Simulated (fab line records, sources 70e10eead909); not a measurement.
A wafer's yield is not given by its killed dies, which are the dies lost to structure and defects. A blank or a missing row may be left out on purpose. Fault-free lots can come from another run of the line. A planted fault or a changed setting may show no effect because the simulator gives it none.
Matching of chambers	flow nand_harc	NHARC_A_CHANNEL_FILL_D2_ALD_16 on ald_hk-03 has 4 sister chambers
The step deposits SiO2, target thk 1.5 nm, pulse time 10 s, ald cycles 15. 4 wafers are shown with their chamber, then 7 later ones without.

== EACH WAFER AND ITS CHAMBER ==
wafer	chamber	heater_power_w (W)
L088.2	1	417
L088.6	0	522
L090.1	3	399
L090.2	2	411

== WAFERS WITHOUT THEIR CHAMBER ==
wafer	heater_power_w (W)
L090.3	534
L095.1	394
L095.2	425
L095.6	428
L096.1	552
L096.2	391
L096.5	540

== WHICH CHAMBER EACH WENT THROUGH ==
wafer	from the rows above	in truth
L090.3	0	0
L095.1	can't be placed: 3 or 2 or 1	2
L095.2	can't be placed: 1 or 2 or 3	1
L095.6	can't be placed: 1 or 2 or 3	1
L096.1	0	0
L096.2	can't be placed: 3 or 2 or 1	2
L096.5	0	0
3 of 7 placed correctly. Not placeable from these rows: 4 (in 4, the candidates include the true chamber). 0 placed wrongly.
How it was worked out, from the rows above alone: a wafer's distance from a chamber is the root of the sum, over the readings, of the square of ((its reading less the chamber's mean) divided by the reading's scatter). The wafer belongs to the nearest chamber; if the next one is less than 2 further off, it can't be placed. The mean given for a chamber averages the wafers shown for that chamber. The scatter (one wafer shown for each chamber): square how far every hidden wafer sits from the nearest shown wafer, average those squares and take the square root.
